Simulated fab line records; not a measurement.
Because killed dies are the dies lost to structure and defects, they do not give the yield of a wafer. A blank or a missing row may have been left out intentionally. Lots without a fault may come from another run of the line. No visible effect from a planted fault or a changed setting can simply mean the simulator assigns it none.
Which tool is to blame? + flow n5 finfet + 10 lots, 29 wafers sampled, at 2 steps of a route of 1938

## WHAT THE GAUGES SHOWED, per wafer
N5_PMOS_HMC_CHANNEL_EPI_CD_MEAS_09: the cd target is 237.4 nm.
| lot  | measured    | on        | cd nm (nm)        |
|------|-------------|-----------|-------------------|
| L591 | day 2 11:04 | cd sem-01 | 236.3 235.6 235.7 |
| L592 | day 2 17:21 | cd sem-02 | 236.9 237.3 237.6 |
| L595 | day 3 10:59 | cd sem-01 | 236.7 236.2 236.1 |
| L596 | day 3 17:18 | cd sem-01 | 236.7 236.3 236.2 |
| L597 | day 4 00:12 | cd sem-01 | 238.1 237.5       |
| L599 | day 4 11:16 | cd sem-03 | 237.3 236.6 237.9 |
| L601 | day 4 23:40 | cd sem-02 | 260.7 238.1 262.1 |
| L602 | day 5 05:46 | cd sem-03 | 259.5 237.3 235.9 |
| L604 | day 5 16:58 | cd sem-02 | 237.6 237.2 238.3 |
| L610 | day 7 05:31 | cd sem-01 | 237.1 236.1 238.0 |

## WHICH TOOL RAN EACH LOT (tool, then ch and the chambers of the sampled wafers, then the start)
| lot  | N5_PMOS_HMC_CHANNEL_EPI_EXPOSE_06 |
|------|-----------------------------------|
| L591 | arfi scanner-03 ch 0, day 2 10:57 |
| L592 | arfi scanner-03 ch 0, day 2 17:14 |
| L595 | arfi scanner-01 ch 0, day 3 10:52 |
| L596 | arfi scanner-03 ch 0, day 3 17:11 |
| L597 | arfi scanner-02 ch 0, day 4 00:05 |
| L599 | arfi scanner-01 ch 0, day 4 11:09 |
| L601 | arfi scanner-01 ch 0, day 4 23:33 |
| L602 | arfi scanner-01 ch 0, day 5 05:38 |
| L604 | arfi scanner-02 ch 0, day 5 16:51 |
| L610 | arfi scanner-03 ch 0, day 7 05:23 |
- N5_PMOS_HMC_CHANNEL_EPI_EXPOSE_06: exposes mask PMOS HMC BLK, target cd 240 nm.

## THE ANSWER, worked out from the rows above alone
Rule: what is usual is taken from the lots themselves. Put in order of their means at a reading, lots are off if they are a third of the lots or fewer, leave a main group of 4 or more, and stand apart from it by a gap of 3 or more times the standard deviation of the main group's means; of several such gaps the widest counts. Not used: any main group whose means are identical at the precision the tables above print for the reading. A lot without any number at a reading at which 4 lots or more have one is off too. All remaining lots with rows at the step are treated as sound.
Off at N5_PMOS_HMC_CHANNEL_EPI_CD_MEAS_09 (cd nm): L601, L602. For the main group the mean is 237.0 nm and the standard deviation 0.65.
If a tool, at a process step before that reading, ran all the lots that are off and no sound lot after the first of them, it fits. Gauges at N5_PMOS_HMC_CHANNEL_EPI_CD_MEAS_09: tried the same way as those tools. One fits: N5_PMOS_HMC_CHANNEL_EPI_EXPOSE_06 on arfi scanner-01. Its last sound lot is L599 (day 4 11:09), its first lot that is off L601 (day 4 23:33): a fault that began between those two fits.

## WHAT WAS PUT IN BY THE SIMULATOR
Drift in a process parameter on arfi scanner-01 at N5_PMOS_HMC_CHANNEL_EPI_EXPOSE_06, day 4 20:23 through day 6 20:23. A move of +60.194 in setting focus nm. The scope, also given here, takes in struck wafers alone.
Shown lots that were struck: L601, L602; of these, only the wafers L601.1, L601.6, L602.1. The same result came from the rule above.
